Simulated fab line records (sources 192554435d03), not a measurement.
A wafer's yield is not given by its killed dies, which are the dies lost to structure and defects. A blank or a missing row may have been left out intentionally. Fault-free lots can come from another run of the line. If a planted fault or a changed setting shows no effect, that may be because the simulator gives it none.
Comparing a struck lot with a sound one :: flow n5Finfet :: 36 steps out of a route of 1938
Sound: the wafers L883.3, L883.4, L883.5. Struck: wafers L894.1, L894.5, L894.6. The cause comes at the end.
Order at every step that has rows: each side's tool, ch and its chambers, its first start. Under that, the readings that differ: sound wafers :: struck wafers :: difference of the means :: sigmas: that difference in standard deviations of wafers without a fault.
alike: readings whose means differ by less than 2 such deviations, and words and numbers that are the same on both sides. not compared: withheld readings, readings that some wafer has no value for, bounds like >300 that may hide the same value, and numbers for which the record gives no deviation and whose values overlap.
A row with sigmas, a row that says differs or no value, or rows on one side alone: a step with any of these is where the two part. Numbers that don't overlap but have no deviation are shown without sigmas and don't part them. Lack of a reading on every wafer of one side parts them only where that side has two or more wafers.

first, 9 steps without rows for these wafers: N5_BEOL_M4_ANNEAL_95 (time 240 s); N5_BEOL_M4_SPUTTER_96 (material Cu, target thk 4.5 nm, time 8.29 s); N5_BEOL_M4_ECD_50 (material Cu, target thk 300 nm); N5_BEOL_M4_ANNEAL_51 (time 90 s); N5_BEOL_M4_CMP_52 (polishes, stops on SiOC, t overpolish 6.8 s, target thk 40 nm); N5_BEOL_M4_PRE_CLEAN_60 (time 15 s); N5_BEOL_M4_CO_CAP_55 (material Co, precursor CCTBA/H2, target thk 2 nm, time 102.1 s); N5_BEOL_M4_PRE_CLEAN_56 (time 15 s); N5_BEOL_M4_DEP_57 (deposits SiCN from 3MS/NH3, target thk 8 nm, time 14 s).
N5_BEOL_M4_RC_MEAS_101:
  sound on prober-01 ch 0, day 9 13:31; struck on prober-01 ch 0, day 12 05:32
  alike: DIBL_N, DIBL_P, IOFF_N, IOFF_P, ION_N, ION_P, SS_N, SS_P, VT_N, VT_P
then, 24 steps without rows for these wafers: N5_BEOL_M5_ILD_DEP_00 (deposits SiCOH lowk from DEMS/porogen, target thk 140.64 nm, time 25.9 s); N5_BEOL_M5_CURE_79 (cures SiCOH lowk, time 240 s); N5_BEOL_M5_PECVD_70 (deposits SiO2 from TEOS/O2, target thk 16 nm, time 18 s); N5_BEOL_M5_HM_DEP_02 (deposits TiN, target thk 20 nm); N5_BEOL_M5_COAT_59 (time 60 s, resist thk 60 nm); N5_BEOL_M5_COAT_60 (time 60 s, resist thk 12 nm); N5_BEOL_M5_COAT_71 (time 60 s, resist thk 5 nm); N5_BEOL_M5_COAT_05 (resist thk 30 nm); N5_BEOL_M5_EBR_07; N5_BEOL_M5_SOFTBAKE_06 (time 60 s); N5_BEOL_M5_EXPOSE_08 (exposes mask M5, target cd 28 nm); N5_BEOL_M5_PEB_09 (peb time 60 s); N5_BEOL_M5_DEVELOP_10 (develop time 30 s); N5_BEOL_M5_DESCUM_16 (chemistry O2, time 7 s); N5_BEOL_M5_ETCH_72 (etches underlayer in N2/H2, target depth 6.5 nm, time 5.2 s); N5_BEOL_M5_ETCH_61 (etches SiARC in CF4, target depth 15.6 nm, time 26 s); N5_BEOL_M5_ETCH_62 (etches SOC in N2/H2, target depth 75 nm, overetch 15 nm, time 112.5 s); N5_BEOL_M5_STRIP_63 (strips in N2/H2); N5_BEOL_M5_STRIP_73 (strips in N2/H2); N5_BEOL_M5_STRIP_64 (strips in CF4); N5_BEOL_M5_HM_OPEN_17 (chemistry Cl2/BCl3, target TiN, target depth 20 nm, overetch 6 nm); N5_BEOL_M5_STRIP_19 (strips in O2); N5_BEOL_M5_COAT_65 (time 60 s, resist thk 60 nm); N5_BEOL_M5_COAT_66 (time 60 s, resist thk 12 nm).
-- the record jumps here: 4 days lie between the struck wafers' starts before and after (it left off in module BEOL_M5 and takes up again in module MIM_TOP, whose first step shown is number 1836 of the route) --
N5_MIM_TOP_ALD_02: deposits Al2O3, purge time 3 s, co reactant pulse time 3 s.
  sound on aldHk-01 ch 1,3, day 13 03:00; struck on aldHk-01 ch 0,2,3, day 16 01:00
reading: precursorPulseHeightRel
sound: 0.996 1.015 1.007
struck: - - -
difference: no value on the struck wafers
sigmas: 
N5_PASSIVATION_PROBE_49:
  sound on prober-01 at day 13 17:46; struck on prober-02 at day 16 18:12
reading: killedAtOther
sound: 0 0 1
struck: 45 51 48
difference: +48
sigmas: +16
  alike: defectLimitedYield, killed_at_M0_to_M3, killed_at_M4_up, killedAtContacts, killedAtFrontEnd, killedDies, killedOnRim, killedOpen, killedShort, sort_bin_5_function, sort_bin_6_memory, sort_bin_8_speed, sortNPass, sortYieldPct

== WHERE THEY PART ==
At N5_MIM_TOP_ALD_02 first; at N5_PASSIVATION_PROBE_49 last (within this record only).

WHY: the cause the simulator had injected
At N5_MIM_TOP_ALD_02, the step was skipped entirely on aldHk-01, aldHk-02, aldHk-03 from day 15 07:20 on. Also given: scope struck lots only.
